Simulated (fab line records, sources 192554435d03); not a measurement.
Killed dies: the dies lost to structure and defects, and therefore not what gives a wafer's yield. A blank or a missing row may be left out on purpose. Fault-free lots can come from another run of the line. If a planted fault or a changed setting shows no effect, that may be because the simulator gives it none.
fab line records + flow n5Finfet
record
- lots=6
- wafers=18
- lastDay=17
route steps=1938 shown BEOL_M11@1548 PASSIVATION@1936
lots that met no fault: from a run of the same line without faults
startH: start of the lot's first displayed wafer, in hours after the record's first day + waitH: hours from the lot's prior step to this one + " the same as in the row above + L1.1+2: a single row standing in for several wafers + - value missing, or start not given + * or withheld: withheld + < > ~ a bound
route shown NAME@n: a module of which the file shows steps, and the number in the route of the first + usual: mean/standard deviation of fault-free wafers + same: alike in all rows + chamber/n: place in a boat + sites: readings site by site + _std_site: the standard deviation of these + _edge_site: the outer-site mean with the inner-site mean subtracted + radiusMm: for every site, how far away it sits from the centre of the wafer + mask NAME#n: copy n + behind: tool/chamber where the wafer was last shaped + hold: why the lot went on hold/how many hours it stayed there/how the hold came to an end + device: the transistor (n, p or np) that didn't switch + end of line: at the end of the route, the tests of the same wafers + a step with no rows: only its recipe + killed: count of dies lost to structure and defects at first sort (not the wafer's yield) + map: a wafer's dies, marking killed ones x, the rest . and places with no die _
set.NAME: the setting that was run; set.NAME@STEP: the one run at that earlier step + model.NAME: the simulator's own value behind a step, which no gauge read
lots at selected steps of the route; one table per step, one row per wafer
services: the hour from which a tool's chamber was out of use, counted from the record's first day as startH (under 0 if before that day), plus the number of hours and why
## steps
# step N5_BEOL_M11_DEVELOP_10
# recipe
- developTimeS=30
- developer=TMAH
- resist=CAR-ArF
- rinseLiquid=diw
- dry=airSpin
- devTempC=23
# step N5_BEOL_M11_CD_MEAS_11
# recipe
- targetCdNm=64.1
- landingEnergyEv=500
- detector=seInlens
- polarity=opening
# usual
- cdNm=64.0/0.4
| lot.wafer | tool     | chamber | startH | waitH | cdNm |
|-----------|----------|---------|--------|-------|------|
| L574.1    | cdSem-01 | 0       | 227.16 | -     | 64.7 |
| L574.4    | "        | 0       | "      | "     | 63.8 |
| L574.6    | "        | 0       | "      | "     | 63.9 |
| L578.3    | cdSem-02 | 0       | 249.96 | -     | 63.5 |
| L578.4    | "        | 0       | "      | "     | 63.6 |
| L578.6    | "        | 0       | "      | "     | 64.3 |
| L587.3    | cdSem-03 | 0       | 302.77 | -     | 64.4 |
| L587.4    | "        | 0       | "      | "     | 64.4 |
| L587.5    | "        | 0       | "      | "     | 64.8 |
| L588.3    | cdSem-02 | 0       | 329.95 | -     | 64.3 |
| L588.5    | "        | 0       | "      | "     | 64.1 |
| L588.6    | "        | 0       | "      | "     | 63.6 |
| L589.1    | cdSem-02 | 0       | 330.11 | -     | 64.1 |
| L589.2    | "        | 0       | "      | "     | 64.9 |
| L589.4    | "        | 0       | "      | "     | 64.3 |
| L594.2    | cdSem-03 | 0       | 348.91 | -     | 63.3 |
| L594.3    | "        | 0       | "      | "     | 64.3 |
| L594.6    | "        | 0       | "      | "     | 64.5 |
# step N5_BEOL_M11_OVL_MEAS_12
# recipe
- pointsPerWafer=44
# usual
- M11_OVL=-0.1/0.84
| lot.wafer | tool       | chamber | startH | waitH | M11_OVL[nm] |
|-----------|------------|---------|--------|-------|-------------|
| L574.1    | overlay-02 | 0       | 227.19 | 0.0   | -0.1        |
| L574.4    | "          | 0       | "      | "     | 0.8         |
| L574.6    | "          | 0       | "      | "     | 0.2         |
| L578.3    | overlay-02 | 0       | 249.99 | 0.0   | 0.0         |
| L578.4    | "          | 0       | "      | "     | 0.9         |
| L578.6    | "          | 0       | "      | "     | 0.7         |
| L587.3    | overlay-02 | 0       | 302.80 | 0.0   | -0.9        |
| L587.4    | "          | 0       | "      | "     | -1.6        |
| L587.5    | "          | 0       | "      | "     | -1.9        |
| L588.3    | overlay-02 | 0       | 329.98 | 0.0   | 0.1         |
| L588.5    | "          | 0       | "      | "     | -0.6        |
| L588.6    | "          | 0       | "      | "     | 0.8         |
| L589.1    | overlay-02 | 0       | 330.14 | 0.0   | -0.8        |
| L589.2    | "          | 0       | "      | "     | -1.7        |
| L589.4    | "          | 0       | "      | "     | -0.5        |
| L594.2    | overlay-01 | 0       | 348.94 | 0.0   | 0.3         |
| L594.3    | "          | 0       | "      | "     | 0.9         |
| L594.6    | "          | 0       | "      | "     | -0.5        |
# step N5_BEOL_M11_INSPECT_13
# recipe
- mode=adi
- inspectInstrument=brightfield
# usual
- rawDefectCount=396/82
| lot.wafer | tool             | chamber | startH | waitH | rawDefectCount |
|-----------|------------------|---------|--------|-------|----------------|
| L574.1    | defectInspect-01 | -       | 227.22 | 0.0   | 381            |
| L574.4    | "                | -       | "      | "     | 444            |
| L574.6    | "                | -       | "      | "     | 448            |
| L578.3    | defectInspect-01 | -       | 250.01 | 0.0   | 398            |
| L578.4    | "                | -       | "      | "     | 549            |
| L578.6    | "                | -       | "      | "     | 325            |
| L587.3    | defectInspect-01 | -       | 302.82 | 0.0   | 248            |
| L587.4    | "                | -       | "      | "     | 284            |
| L587.5    | "                | -       | "      | "     | 286            |
| L588.3    | defectInspect-02 | -       | 330.00 | 0.0   | 431            |
| L588.5    | "                | -       | "      | "     | 509            |
| L588.6    | "                | -       | "      | "     | 466            |
| L589.1    | defectInspect-02 | -       | 330.17 | 0.0   | 334            |
| L589.2    | "                | -       | "      | "     | 467            |
| L589.4    | "                | -       | "      | "     | 463            |
| L594.2    | defectInspect-02 | -       | 348.96 | 0.0   | 399            |
| L594.3    | "                | -       | "      | "     | 373            |
| L594.6    | "                | -       | "      | "     | 432            |
# step N5_BEOL_M11_DESCUM_16
# recipe
- chemistry=O2
- timeS=7.9
- sourcePowerW=50
- biasPowerW=20
- pressureMtorr=20
- rfFrequencyHz=2.712e+07
- tempC=40
- resist=CAR-ArF
- o2FlowSccm=225
# usual
- drypumpMotorCurrentA=5.9/0.37
- oesProductAu=0.79/0.081
- rfFwdPowerW=49.42/0.2
- rfVppV=242.9/1.5
- showerheadPlenumPTorr=2.08/0.082
- throttleValvePct=20.46/0.19
| lot.wafer | tool       | chamber | startH | waitH | drypumpMotorCurrentA | oesProductAu | rfFwdPowerW | rfHoursCounterH | rfVppV | showerheadPlenumPTorr | throttleValvePct |
|-----------|------------|---------|--------|-------|----------------------|--------------|-------------|-----------------|--------|-----------------------|------------------|
| L574.1    | rieDiel-05 | 0       | 227.25 | 0.0   | 5.9                  | 0.83         | 49.26       | 68              | 241.4  | 2.03                  | 20.17            |
| L574.4    | "          | 1       | "      | "     | 6.1                  | 0.73         | 49.24       | 187             | 243.0  | 2.17                  | 20.64            |
| L574.6    | "          | 0       | "      | "     | 5.9                  | 0.83         | 49.26       | -               | 242.7  | 2.03                  | 20.17            |
| L578.3    | rieDiel-01 | 1       | 250.04 | 0.0   | 5.5                  | 0.70         | 49.37       | 241             | 243.8  | 2.15                  | 20.63            |
| L578.4    | "          | 3       | "      | "     | 5.5                  | 0.72         | 49.33       | 226             | 241.8  | 1.98                  | 20.46            |
| L578.6    | "          | 3       | "      | "     | 5.5                  | 0.72         | 49.29       | -               | 241.1  | 1.98                  | 20.45            |
| L587.3    | rieDiel-06 | 1       | 302.86 | 0.0   | 6.3                  | 0.85         | 49.67       | 66              | 244.7  | 2.22                  | 20.39            |
| L587.4    | "          | 2       | "      | "     | 5.9                  | 0.95         | 49.57       | 9               | 241.5  | 2.05                  | 20.38            |
| L587.5    | "          | 3       | "      | "     | 6.0                  | 0.86         | 49.35       | -               | 242.0  | 2.03                  | 20.28            |
| L588.3    | rieDiel-05 | 0       | 330.04 | 0.0   | 5.9                  | 0.79         | 49.28       | 101             | 241.8  | 2.02                  | 20.22            |
| L588.5    | "          | 1       | "      | "     | 6.1                  | 0.71         | 49.36       | -               | 244.3  | 2.15                  | 20.68            |
| L588.6    | "          | 2       | "      | "     | 6.4                  | 0.88         | 49.35       | -               | 244.6  | 2.22                  | 20.51            |
| L589.1    | rieDiel-01 | 0       | 330.28 | 0.1   | 5.2                  | 0.74         | 49.38       | 177             | 243.2  | 2.09                  | 20.45            |
| L589.2    | "          | 2       | "      | "     | 6.1                  | 0.75         | 49.17       | 177             | 243.8  | 2.08                  | 20.76            |
| L589.4    | "          | 0       | "      | "     | 5.2                  | 0.73         | 49.44       | -               | 242.6  | 2.09                  | 20.44            |
| L594.2    | rieDiel-01 | 2       | 348.99 | 0.0   | 6.1                  | 0.74         | 49.23       | 184             | 242.2  | 2.08                  | 20.78            |
| L594.3    | "          | 1       | "      | "     | 5.5                  | 0.93         | 49.42       | 20              | 243.6  | 2.14                  | 20.27            |
| L594.6    | "          | 1       | "      | "     | 5.5                  | 0.94         | 49.53       | -               | 243.8  | 2.14                  | 20.29            |
# step N5_BEOL_M11_ETCH_61
# recipe
- chemistry=CF4
- target=SiARC
- targetDepthA=390
- maskMaterial=CAR-ArF
- timeS=65
- ionEnergyEv=80
- pressureMtorr=40
- sourceW=545
- biasW=36
- Ar_flow_sccm=100
- cf4FlowSccm=100
- ends=cleared
# usual
- biasW=36.01/0.1
- drypumpMotorCurrentA=5.9/0.37
- etchRfOnTimeS=64.9/0.89
- oesProductAu=0.67/0.07
- rfFwdPowerW=538.8/2
- rfVppV=183.9/1.2
- showerheadPlenumPTorr=2.13/0.077
- throttleValvePct=15.66/0.22
| lot.wafer | tool       | chamber | startH | waitH | biasW | drypumpMotorCurrentA | etchRfOnTimeS | oesProductAu | rfFwdPowerW | rfHoursCounterH | rfVppV | showerheadPlenumPTorr | throttleValvePct |
|-----------|------------|---------|--------|-------|-------|----------------------|---------------|--------------|-------------|-----------------|--------|-----------------------|------------------|
| L574.1    | rieDiel-05 | 0       | 227.28 | 0.0   | 36.14 | 5.9                  | 66.0          | 0.71         | 536.9       | 68              | 182.9  | 2.09                  | 15.41            |
| L574.4    | "          | 1       | "      | "     | 35.97 | 6.1                  | 65.9          | 0.62         | 537.3       | 187             | 184.9  | 2.22                  | 15.89            |
| L574.6    | "          | 0       | "      | "     | 35.99 | 5.9                  | 65.4          | 0.71         | 536.0       | -               | 184.0  | 2.09                  | 15.41            |
| L578.3    | rieDiel-01 | 1       | 250.08 | 0.0   | 36.13 | 5.6                  | 64.8          | 0.60         | 536.2       | 242             | 185.2  | 2.19                  | 15.86            |
| L578.4    | "          | 3       | "      | "     | 35.95 | 5.5                  | 63.7          | 0.62         | 537.9       | 226             | 183.9  | 2.04                  | 15.76            |
| L578.6    | "          | 3       | "      | "     | 35.96 | 5.5                  | 64.4          | 0.62         | 537.1       | -               | 182.2  | 2.04                  | 15.76            |
| L587.3    | rieDiel-06 | 1       | 302.89 | 0.0   | 35.97 | 6.4                  | 63.2          | 0.73         | 536.8       | 66              | 183.8  | 2.26                  | 15.49            |
| L587.4    | "          | 2       | "      | "     | 36.00 | 5.9                  | 64.0          | 0.81         | 542.2       | 9               | 183.4  | 2.10                  | 15.51            |
| L587.5    | "          | 3       | "      | "     | 36.03 | 5.9                  | 64.2          | 0.73         | 539.9       | -               | 184.7  | 2.09                  | 15.51            |
| L588.3    | rieDiel-05 | 0       | 330.07 | 0.0   | 35.98 | 5.9                  | 65.4          | 0.69         | 538.5       | 101             | 183.9  | 2.08                  | 15.47            |
| L588.5    | "          | 1       | "      | "     | 36.14 | 6.1                  | 64.7          | 0.61         | 535.4       | -               | 184.4  | 2.21                  | 15.94            |
| L588.6    | "          | 2       | "      | "     | 35.96 | 6.3                  | 66.0          | 0.75         | 539.5       | -               | 184.3  | 2.26                  | 15.63            |
| L589.1    | rieDiel-01 | 0       | 330.31 | 0.0   | 35.96 | 5.2                  | 65.5          | 0.62         | 539.3       | 177             | 183.8  | 2.13                  | 15.62            |
| L589.2    | "          | 2       | "      | "     | 36.11 | 6.1                  | 66.5          | 0.64         | 536.2       | 177             | 185.4  | 2.14                  | 15.97            |
| L589.4    | "          | 0       | "      | "     | 36.00 | 5.3                  | 65.6          | 0.63         | 536.5       | -               | 185.5  | 2.13                  | 15.63            |
| L594.2    | rieDiel-01 | 2       | 349.03 | 0.0   | 35.80 | 6.1                  | 65.3          | 0.64         | 536.3       | 184             | 185.2  | 2.14                  | 16.01            |
| L594.3    | "          | 1       | "      | "     | 35.82 | 5.5                  | 62.8          | 0.80         | 537.6       | 20              | 183.8  | 2.18                  | 15.41            |
| L594.6    | "          | 1       | "      | "     | 35.81 | 5.5                  | 62.7          | 0.81         | 538.7       | -               | 184.4  | 2.18                  | 15.40            |
# step N5_BEOL_M11_ETCH_62
# recipe
- chemistry=N2/H2
- target=SOC
- targetDepthA=1100
- overetchA=220
- maskMaterial=SiARC
- tempC=40
- timeS=165
- ionEnergyEv=200
- pressureMtorr=30
- sourceW=840
- biasW=150
- n2FlowSccm=200
- h2FlowSccm=200
# usual
- biasW=150.0/0.44
- drypumpMotorCurrentA=5.9/0.37
- oesProductAu=0.67/0.066
- rfFwdPowerW=837.9/3
- rfVppV=523.4/2.7
- showerheadPlenumPTorr=2.53/0.097
- throttleValvePct=17.88/0.21
| lot.wafer | tool       | chamber | startH | waitH | biasW | drypumpMotorCurrentA | oesProductAu | rfFwdPowerW | rfHoursCounterH | rfVppV | showerheadPlenumPTorr | throttleValvePct |
|-----------|------------|---------|--------|-------|-------|----------------------|--------------|-------------|-----------------|--------|-----------------------|------------------|
| L574.1    | rieDiel-05 | 0       | 227.33 | 0.0   | 150.3 | 5.9                  | 0.71         | 837.2       | 68              | 521.2  | 2.47                  | 17.54            |
| L574.4    | "          | 1       | "      | "     | 150.0 | 6.1                  | 0.62         | 835.1       | 187             | 526.6  | 2.64                  | 18.04            |
| L574.6    | "          | 0       | "      | "     | 150.1 | 5.9                  | 0.71         | 839.1       | -               | 522.4  | 2.47                  | 17.55            |
| L578.3    | rieDiel-01 | 1       | 250.13 | 0.0   | 150.3 | 5.5                  | 0.59         | 839.5       | 242             | 525.4  | 2.61                  | 17.99            |
| L578.4    | "          | 3       | "      | "     | 149.2 | 5.5                  | 0.60         | 831.5       | 227             | 518.8  | 2.41                  | 17.93            |
| L578.6    | "          | 3       | "      | "     | 148.9 | 5.5                  | 0.60         | 830.9       | -               | 519.9  | 2.41                  | 17.93            |
| L587.3    | rieDiel-06 | 1       | 302.94 | 0.0   | 149.1 | 6.3                  | 0.71         | 833.3       | 66              | 527.5  | 2.69                  | 17.83            |
| L587.4    | "          | 2       | "      | "     | 149.6 | 5.9                  | 0.79         | 842.0       | 9               | 522.8  | 2.50                  | 17.85            |
| L587.5    | "          | 3       | "      | "     | 149.9 | 6.0                  | 0.73         | 836.1       | -               | 521.5  | 2.48                  | 17.78            |
| L588.3    | rieDiel-05 | 0       | 330.12 | 0.0   | 150.4 | 5.9                  | 0.68         | 837.8       | 101             | 522.5  | 2.46                  | 17.60            |
| L588.5    | "          | 1       | "      | "     | 150.1 | 6.1                  | 0.60         | 835.2       | -               | 527.5  | 2.62                  | 18.09            |
| L588.6    | "          | 2       | "      | "     | 149.1 | 6.3                  | 0.75         | 840.9       | -               | 528.6  | 2.70                  | 17.96            |
| L589.1    | rieDiel-01 | 0       | 330.36 | 0.0   | 150.7 | 5.3                  | 0.62         | 836.6       | 177             | 523.5  | 2.53                  | 17.87            |
| L589.2    | "          | 2       | "      | "     | 149.8 | 6.1                  | 0.64         | 835.3       | 177             | 523.2  | 2.53                  | 18.07            |
| L589.4    | "          | 0       | "      | "     | 150.3 | 5.3                  | 0.63         | 839.3       | -               | 522.9  | 2.53                  | 17.87            |
| L594.2    | rieDiel-01 | 2       | 349.08 | 0.0   | 150.2 | 6.1                  | 0.64         | 839.3       | 184             | 523.4  | 2.52                  | 18.09            |
| L594.3    | "          | 1       | "      | "     | 150.4 | 5.5                  | 0.79         | 836.4       | 20              | 525.6  | 2.59                  | 17.58            |
| L594.6    | "          | 1       | "      | "     | 149.6 | 5.5                  | 0.78         | 836.4       | -               | 524.2  | 2.59                  | 17.58            |
# step N5_BEOL_M11_STRIP_68
# recipe
- chemistry=N2/H2
- tempC=40
- n2FlowSccm=200
- h2FlowSccm=200
- rfFrequencyHz=6e+07
# step N5_BEOL_M11_STRIP_67
# recipe
- chemistry=CF4
- resist=SiARC
- powerW=300
- biasPowerW=75
- pressureMtorr=50
- cf4FlowSccm=150
- rfFrequencyHz=6e+07
# usual
- drypumpMotorCurrentA=5.9/0.36
- oesProductAu=0.79/0.077
- rfVppV=270.9/1.5
- showerheadPlenumPTorr=1.79/0.063
- throttleValvePct=13.63/0.23
| lot.wafer | tool       | chamber | startH | waitH | drypumpMotorCurrentA | oesProductAu | rfHoursCounterH | rfVppV | showerheadPlenumPTorr | throttleValvePct |
|-----------|------------|---------|--------|-------|----------------------|--------------|-----------------|--------|-----------------------|------------------|
| L574.1    | rieDiel-05 | 0       | 227.48 | 0.0   | 5.9                  | 0.84         | 68              | 269.0  | 1.75                  | 13.37            |
| L574.4    | "          | 1       | "      | "     | 6.1                  | 0.74         | 187             | 272.0  | 1.86                  | 13.88            |
| L574.6    | "          | 0       | "      | "     | 5.9                  | 0.83         | -               | 271.2  | 1.75                  | 13.34            |
| L578.3    | rieDiel-01 | 1       | 250.28 | 0.0   | 5.5                  | 0.71         | 242             | 271.2  | 1.84                  | 13.90            |
| L578.4    | "          | 3       | "      | "     | 5.5                  | 0.72         | 227             | 269.0  | 1.71                  | 13.76            |
| L578.6    | "          | 3       | "      | "     | 5.5                  | 0.72         | -               | 269.0  | 1.71                  | 13.77            |
| L587.3    | rieDiel-06 | 1       | 303.09 | 0.0   | 6.3                  | 0.84         | 66              | 274.1  | 1.89                  | 13.45            |
| L587.4    | "          | 2       | "      | "     | 5.9                  | 0.93         | 9               | 272.0  | 1.76                  | 13.44            |
| L587.5    | "          | 3       | "      | "     | 6.0                  | 0.85         | -               | 271.4  | 1.76                  | 13.45            |
| L588.3    | rieDiel-05 | 0       | 330.27 | 0.0   | 5.9                  | 0.80         | 101             | 269.7  | 1.75                  | 13.44            |
| L588.5    | "          | 1       | "      | "     | 6.1                  | 0.71         | -               | 272.5  | 1.85                  | 13.95            |
| L588.6    | "          | 2       | "      | "     | 6.4                  | 0.88         | -               | 273.8  | 1.90                  | 13.56            |
| L589.1    | rieDiel-01 | 0       | 330.51 | 0.0   | 5.3                  | 0.73         | 177             | 270.9  | 1.78                  | 13.61            |
| L589.2    | "          | 2       | "      | "     | 6.1                  | 0.75         | 178             | 270.5  | 1.79                  | 13.97            |
| L589.4    | "          | 0       | "      | "     | 5.2                  | 0.73         | -               | 270.9  | 1.79                  | 13.60            |
| L594.2    | rieDiel-01 | 2       | 349.23 | 0.0   | 6.1                  | 0.75         | 185             | 269.9  | 1.79                  | 13.97            |
| L594.3    | "          | 1       | "      | "     | 5.5                  | 0.93         | 20              | 271.7  | 1.83                  | 13.38            |
| L594.6    | "          | 1       | "      | "     | 5.5                  | 0.93         | -               | 271.5  | 1.83                  | 13.37            |
# step N5_BEOL_M11_HM_OPEN_17
# recipe
- chemistry=Cl2/BCl3
- targetDepthA=200
- overetchA=60
- target=TiN
- maskMaterial=SOC
- ionEnergyEv=150
- pressureMtorr=10
- icpW=1000
- biasW=126
- Cl2_flow_sccm=53.25
- bcl3FlowSccm=21.75
- Ar_flow_sccm=25
# usual
- biasW=126.0/0.42
- drypumpMotorCurrentA=5.4/0.65
- oes_ar_750_au=0.77/0.062
- oesProductAu=0.66/0.052
- rfFwdPowerW=993/4.3
- throttleValvePct=22.11/0.21
| lot.wafer | tool        | chamber | startH | waitH | biasW | drypumpMotorCurrentA | oes_ar_750_au | oesProductAu | rfFwdPowerW | rfHoursCounterH | throttleValvePct |
|-----------|-------------|---------|--------|-------|-------|----------------------|---------------|--------------|-------------|-----------------|------------------|
| L574.1    | rieMetal-02 | 0       | 227.52 | 0.0   | 126.0 | 6.4                  | 0.82          | 0.70         | 988         | 26              | 22.19            |
| L574.4    | "           | 0       | "      | "     | 125.4 | 6.4                  | 0.81          | 0.70         | 987         | -               | 22.19            |
| L574.6    | "           | 0       | "      | "     | 125.3 | 6.4                  | 0.82          | 0.70         | 989         | -               | 22.20            |
| L578.3    | rieMetal-03 | 0       | 250.35 | 0.1   | 125.8 | 4.7                  | 0.76          | 0.64         | 992         | -               | 22.37            |
| L578.4    | "           | 1       | "      | "     | 126.4 | 4.7                  | 0.77          | 0.66         | 1002        | -               | 22.12            |
| L578.6    | "           | 0       | "      | "     | 125.3 | 4.8                  | 0.76          | 0.64         | 995         | -               | 22.37            |
| L587.3    | rieMetal-01 | 1       | 303.16 | 0.1   | 126.2 | 5.4                  | 0.69          | 0.59         | 995         | -               | 22.19            |
| L587.4    | "           | 0       | "      | "     | 125.4 | 6.1                  | 0.74          | 0.64         | 995         | -               | 21.71            |
| L587.5    | "           | 1       | "      | "     | 126.3 | 5.4                  | 0.68          | 0.59         | 994         | -               | 22.21            |
| L588.3    | rieMetal-03 | 0       | 330.34 | 0.1   | 125.6 | 4.8                  | 0.75          | 0.63         | 985         | -               | 22.38            |
| L588.5    | "           | 0       | "      | "     | 125.6 | 4.8                  | 0.74          | 0.62         | 986         | -               | 22.39            |
| L588.6    | "           | 1       | "      | "     | 125.9 | 4.7                  | 0.74          | 0.64         | 993         | -               | 22.16            |
| L589.1    | rieMetal-01 | 0       | 330.56 | 0.0   | 126.5 | 6.1                  | 0.73          | 0.64         | 996         | 56              | 21.71            |
| L589.2    | "           | 1       | "      | "     | 126.8 | 5.4                  | 0.68          | 0.59         | 995         | 84              | 22.20            |
| L589.4    | "           | 1       | "      | "     | 126.3 | 5.4                  | 0.68          | 0.59         | 997         | -               | 22.21            |
| L594.2    | rieMetal-03 | 0       | 349.27 | 0.0   | 126.5 | 4.8                  | 0.74          | 0.63         | 992         | 57              | 22.38            |
| L594.3    | "           | 1       | "      | "     | 125.6 | 4.7                  | 0.74          | 0.64         | 996         | -               | 22.16            |
| L594.6    | "           | 0       | "      | "     | 126.4 | 4.8                  | 0.74          | 0.62         | 993         | -               | 22.40            |
# step N5_BEOL_M11_STRIP_19
# recipe
- chemistry=O2
- powerW=400
- tempC=40
- pressureMtorr=30
- rfFrequencyHz=6e+07
- biasPowerW=0
- overashFraction=0.2
- o2FlowSccm=225
# step N5_BEOL_M11_CD_MEAS_18
# recipe
- pitchNm=140
- targetCdNm=70
# usual
- cdNm=69.9/0.43
| lot.wafer | tool     | chamber | startH | waitH | cdNm |
|-----------|----------|---------|--------|-------|------|
| L574.1    | cdSem-01 | -       | 227.79 | 0.0   | 70.3 |
| L574.4    | "        | -       | "      | "     | 69.8 |
| L574.6    | "        | -       | "      | "     | 68.9 |
| L578.3    | cdSem-03 | -       | 250.61 | 0.1   | 69.9 |
| L578.4    | "        | -       | "      | "     | 69.8 |
| L578.6    | "        | -       | "      | "     | 69.9 |
| L587.3    | cdSem-01 | -       | 303.31 | 0.1   | 70.5 |
| L587.4    | "        | -       | "      | "     | 70.5 |
| L587.5    | "        | -       | "      | "     | 70.6 |
| L588.3    | cdSem-03 | -       | 330.52 | 0.1   | 70.0 |
| L588.5    | "        | -       | "      | "     | 70.5 |
| L588.6    | "        | -       | "      | "     | 69.9 |
| L589.1    | cdSem-02 | -       | 330.74 | 0.0   | 70.2 |
| L589.2    | "        | -       | "      | "     | 70.3 |
| L589.4    | "        | -       | "      | "     | 70.3 |
| L594.2    | cdSem-03 | -       | 349.45 | 0.1   | 69.7 |
| L594.3    | "        | -       | "      | "     | 70.2 |
| L594.6    | "        | -       | "      | "     | 70.3 |
# step N5_BEOL_M11_COAT_63
# recipe
- resist=SOC
- tempC=250
- timeS=60
- spinRpm=1500
- resistThkNm=100
# usual
- dispensePressureKPa=48.8/2.7
- heaterPowerTotalW=500.4/2
- plateTempC=250.02/0.18
| lot.wafer | tool          | chamber | startH | waitH | dispensePressureKPa | heaterPowerTotalW | plateTempC |
|-----------|---------------|---------|--------|-------|---------------------|-------------------|------------|
| L574.1    | lithoTrack-05 | 0       | 227.94 | 0.1   | 48.5                | 499.5             | 249.67     |
| L574.4    | "             | 0       | "      | "     | 48.5                | 497.9             | 250.13     |
| L574.6    | "             | 0       | "      | "     | 48.5                | 500.2             | 249.98     |
| L578.3    | lithoTrack-04 | 0       | 253.31 | 2.7   | 45.9                | 497.4             | 250.04     |
| L578.4    | "             | 0       | "      | "     | 45.8                | 498.3             | 249.84     |
| L578.6    | "             | 0       | "      | "     | 45.8                | 502.5             | 249.96     |
| L587.3    | lithoTrack-04 | 0       | 306.78 | 3.5   | 45.8                | 836.1             | 266.63     |
| L587.4    | "             | 0       | "      | "     | 45.8                | 833.3             | 266.40     |
| L587.5    | "             | 0       | "      | "     | 45.9                | 833.8             | 266.62     |
| L588.3    | lithoTrack-02 | 0       | 331.21 | 0.7   | 52.7                | 502.2             | 249.59     |
| L588.5    | "             | 0       | "      | "     | 52.6                | 503.0             | 249.72     |
| L588.6    | "             | 0       | "      | "     | 52.6                | 498.4             | 249.96     |
| L589.1    | lithoTrack-04 | 0       | 331.25 | 0.5   | 45.9                | 836.2             | 266.48     |
| L589.2    | "             | 0       | "      | "     | 45.9                | 834.0             | 266.76     |
| L589.4    | "             | 0       | "      | "     | 45.8                | 833.2             | 266.44     |
| L594.2    | lithoTrack-05 | 0       | 349.50 | 0.0   | 48.6                | 503.1             | 250.12     |
| L594.3    | "             | 0       | "      | "     | 48.5                | 499.7             | 249.85     |
| L594.6    | "             | 0       | "      | "     | 48.6                | 503.0             | 250.10     |
# step N5_BEOL_M11_COAT_64
# recipe
- resist=SiARC
- tempC=220
- timeS=60
- spinRpm=1500
- resistThkNm=30
# step N5_PASSIVATION_PROBE_49
# usual
- defectLimitedYield=91.3/1.3
- killed_at_M0_to_M3=35/13
- killed_at_M4_up=13/5.2
- killedAtContacts=12/6.2
- killedAtFrontEnd=39/9.6
- killedAtOther=3.1/2.6
- killedDies=102/16
- killedOpen=68/13
- killedShort=33/6.9
- sort_bin_5_function=5.1/0.87
- sort_bin_6_memory=3.3/0.67
- sortNPass=1078/16
- sortYieldPct=91.3/1.3
# same
- grossDies=1180
- killedAtBackSide=0
- sort_bin_4_leakage[%]=0
- sort_bin_8_speed[%]=0
| lot.wafer | tool      | chamber | startH | waitH | defectLimitedYield[%] | killed_at_M0_to_M3 | killed_at_M4_up | killedAtContacts | killedAtFrontEnd | killedAtOther | killedDies | killedOpen | killedShort | sort_bin_5_function[%] | sort_bin_6_memory[%] | sortNPass | sortYieldPct[%] |
|-----------|-----------|---------|--------|-------|-----------------------|--------------------|-----------------|------------------|------------------|---------------|------------|------------|-------------|------------------------|----------------------|-----------|-----------------|
| L574.1    | prober-01 | -       | 270.25 | 0.0   | 91.9                  | 47                 | 5               | 8                | 32               | 3             | 95         | 62         | 32          | 5.0                    | 2.6                  | 1085      | 91.9            |
| L574.4    | prober-01 | -       | 270.40 | 0.2   | 90.4                  | 56                 | 7               | 16               | 31               | 3             | 113        | 86         | 27          | 5.8                    | 3.6                  | 1067      | 90.4            |
| L574.6    | prober-01 | -       | 270.50 | 0.3   | 92.0                  | 37                 | 9               | 13               | 31               | 4             | 94         | 59         | 35          | 5.0                    | 2.6                  | 1086      | 92.0            |
# killed by level:class
L574.1 BEOL_M2:geometricParticle:open=10 BEOL_M0_SAQP:geometricParticle:open=10 BEOL_M0_SAQP:geometricParticle:short=10 FIN_SAQP:geometricParticle:short=8 BEOL_M3:geometricParticle:open=8 MOL_CONTACT_COAG:geometricParticle:open=6 BEOL_M1:geometricParticle:open=5 STI_FIN_REVEAL:geometricParticle:open=4
L574.4 BEOL_M3:geometricParticle:open=16 MOL_CONTACT_COAG:geometricParticle:open=16 FIN_SAQP:geometricParticle:open=13 STI_FIN_REVEAL:geometricParticle:open=9 BEOL_M1:geometricParticle:open=9 BEOL_M0_SAQP:geometricParticle:open=8 BEOL_M0_SAQP:geometricParticle:short=7 BEOL_M2:geometricParticle:open=7
L574.6 MOL_CONTACT_COAG:geometricParticle:open=10 BEOL_M0_SAQP:geometricParticle:short=10 BEOL_M0_SAQP:geometricParticle:open=9 FIN_SAQP:geometricParticle:short=8 FIN_SAQP:geometricParticle:open=8 BEOL_M3:geometricParticle:open=7 BEOL_M2:geometricParticle:open=5 STI_FIN_REVEAL:geometricParticle:open=3
## services
| tool        | chamber | startH | hours | kind                         |
|-------------|---------|--------|-------|------------------------------|
| rieMetal-01 | -       | 210.31 | 14.6  | pm                           |
| rieMetal-03 | 0       | 212.50 | 9.5   | repair                       |
| rieDiel-06  | 1       | 212.61 | 5.3   | repair                       |
| rieMetal-01 | -       | 224.91 | 28.1  | pm                           |
| rieDiel-05  | 2       | 235.25 | 4.6   | repair                       |
| rieDiel-05  | 2       | 240.09 | -     | clean                        |
| rieDiel-05  | 2       | 240.09 | -     | consumableReplace:focusRing  |
| rieDiel-05  | 2       | 240.09 | -     | consumableReplace:showerhead |
| rieDiel-05  | 2       | 240.09 | 13.4  | scheduledDown                |
| rieDiel-05  | 2       | 240.09 | 13.4  | ventCycle                    |
| rieDiel-06  | 2       | 246.36 | -     | clean                        |
| rieDiel-06  | 2       | 246.36 | -     | consumableReplace:focusRing  |
| rieDiel-06  | 2       | 246.36 | 27.1  | scheduledDown                |
| rieDiel-06  | 2       | 246.36 | 27.1  | ventCycle                    |
| rieMetal-02 | 0       | 246.38 | 7.4   | repair                       |
| rieMetal-02 | -       | 261.59 | 17.4  | repair                       |
| rieMetal-03 | 0       | 263.45 | 13.8  | repair                       |
| rieMetal-03 | -       | 269.27 | 1.2   | repair                       |
| rieDiel-01  | 1       | 274.03 | -     | clean                        |
| rieDiel-01  | 1       | 274.03 | -     | consumableReplace:focusRing  |
| rieDiel-01  | 1       | 274.03 | 22.8  | scheduledDown                |
| rieDiel-01  | 1       | 274.03 | 22.8  | ventCycle                    |
| rieDiel-01  | 3       | 321.09 | 3.5   | repair                       |
| rieDiel-05  | 0       | 345.96 | 4.0   | repair                       |
## key
firstSign
- step=N5_BEOL_M11_COAT_63
- reading=heaterPowerTotalW
- direction=up
- sigmas=99+
- usual=*
- struck=*
effect
- step=N5_BEOL_M11_COAT_63
- reading=plateTempC
- direction=up
- sigmas=91
- usual=*
- struck=*
metAt N5_BEOL_M11_COAT_63
struckWafers L587.3,L587.4,L587.5,L589.1,L589.2,L589.4
onsetBetween 253.31 306.78
fault
- kind=processParameterDrift
- tool=lithoTrack-04
- chamber=-
- onsetH=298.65
- steps=N5_BEOL_M11_COAT_63
- channel=tempC
- offset=*
- shape=step
- endH=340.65
- actsIn=*
- stated=*
